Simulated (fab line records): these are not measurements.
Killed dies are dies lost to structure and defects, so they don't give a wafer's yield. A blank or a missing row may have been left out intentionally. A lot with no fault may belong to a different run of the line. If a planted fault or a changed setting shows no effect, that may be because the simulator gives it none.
Chamber matching + flow nand harc + 4 sister chambers for NHARC_P_BONDPAD_ACTIVATE_29 on rie diel-07
The step chemistry N2, time 60 s. 24 wafers are shown with their chamber, then 12 later ones without.

WAFERS, EACH WITH ITS CHAMBER
| wafer  | chamber | drypump motor current A (A) | oes product au (a.u.) | rf vpp V (V) |
|--------|---------|-----------------------------|-----------------------|--------------|
| L075.1 | 0       | 5.2                         | 1.000                 | 63.2         |
| L075.2 | 2       | 5.8                         | 0.988                 | 63.3         |
| L075.5 | 2       | 5.7                         | 0.992                 | 64.6         |
| L078.1 | 3       | 5.8                         | 1.006                 | 64.1         |
| L078.5 | 0       | 5.2                         | 1.010                 | 64.7         |
| L078.6 | 3       | 5.8                         | 0.992                 | 64.2         |
| L079.1 | 1       | 6.5                         | 0.983                 | 63.7         |
| L079.5 | 3       | 5.8                         | 1.006                 | 64.5         |
| L079.6 | 2       | 5.8                         | 0.998                 | 63.0         |
| L081.2 | 3       | 5.8                         | 1.011                 | 62.9         |
| L081.3 | 2       | 5.8                         | 0.997                 | 63.7         |
| L081.4 | 0       | 5.2                         | 1.005                 | 63.9         |
| L084.1 | 3       | 5.8                         | 0.999                 | 63.3         |
| L084.2 | 2       | 5.8                         | 0.995                 | 63.5         |
| L084.6 | 0       | 5.2                         | 0.996                 | 63.6         |
| L086.1 | 3       | 5.8                         | 1.008                 | 63.4         |
| L086.2 | 1       | 6.5                         | 0.999                 | 62.4         |
| L086.5 | 0       | 5.2                         | 1.004                 | 64.7         |
| L089.2 | 1       | 6.5                         | 1.005                 | 65.7         |
| L089.5 | 2       | 5.8                         | 0.985                 | 64.2         |
| L089.6 | 1       | 6.5                         | 1.005                 | 64.5         |
| L088.2 | 3       | 5.7                         | 1.001                 | 65.3         |
| L088.3 | 1       | 6.5                         | 0.994                 | 65.4         |
| L088.5 | 1       | 6.6                         | 1.007                 | 63.7         |

SIGNATURES (averages over the wafers above)
| reading                 | chamber 0 | chamber 1 | chamber 2 | chamber 3 | scatter within a chamber |
|-------------------------|-----------|-----------|-----------|-----------|--------------------------|
| drypump motor current A | 5.200     | 6.517     | 5.783     | 5.786     | 0.0355                   |
| oes product au          | 1.00300   | 0.99883   | 0.99250   | 1.00329   | 0.00674                  |
| rf vpp V                | 64.020    | 64.233    | 63.717    | 63.957    | 0.869                    |
Rule: a wafer's distance from a chamber is the root of the sum, over the readings, of the square of ((its reading less the chamber's mean) divided by the reading's scatter). The wafer belongs to the nearest chamber; if the next one is less than 2 further off, it can't be placed. How the scatter is found: for the shown wafers, subtract from each reading the mean of its chamber, square and add these, divide the total by (wafers less chambers), then take the root.

WAFERS MISSING THEIR CHAMBER
| wafer  | drypump motor current A (A) | oes product au (a.u.) | rf vpp V (V) |
|--------|-----------------------------|-----------------------|--------------|
| L091.2 | 6.5                         | 1.006                 | 64.2         |
| L091.4 | 5.8                         | 0.979                 | 65.4         |
| L091.6 | 5.2                         | 1.000                 | 63.1         |
| L092.1 | 5.8                         | 0.965                 | 64.6         |
| L092.2 | 6.5                         | 0.992                 | 63.0         |
| L092.4 | 5.2                         | 0.994                 | 62.8         |
| L094.1 | 6.5                         | 0.999                 | 64.3         |
| L094.4 | 5.8                         | 0.977                 | 62.6         |
| L094.5 | 5.2                         | 1.010                 | 63.7         |
| L096.1 | 5.8                         | 1.003                 | 64.5         |
| L096.3 | 6.5                         | 0.987                 | 63.5         |
| L096.4 | 5.2                         | 1.002                 | 63.2         |

EACH ONE'S CHAMBER
| wafer  | from the rows above     | in truth |
|--------|-------------------------|----------|
| L091.2 | 1                       | 1        |
| L091.4 | can't be placed: 2 or 3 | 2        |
| L091.6 | 0                       | 0        |
| L092.1 | can't be placed: 2 or 3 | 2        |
| L092.2 | 1                       | 1        |
| L092.4 | 0                       | 0        |
| L094.1 | 1                       | 1        |
| L094.4 | can't be placed: 2 or 3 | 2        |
| L094.5 | 0                       | 0        |
| L096.1 | can't be placed: 3 or 2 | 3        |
| L096.3 | 1                       | 1        |
| L096.4 | 0                       | 0        |
Correctly placed: 8 of 12. Cannot be placed on the basis of these rows: 4; the candidates contain the true chamber in 4. 0 placed wrongly.
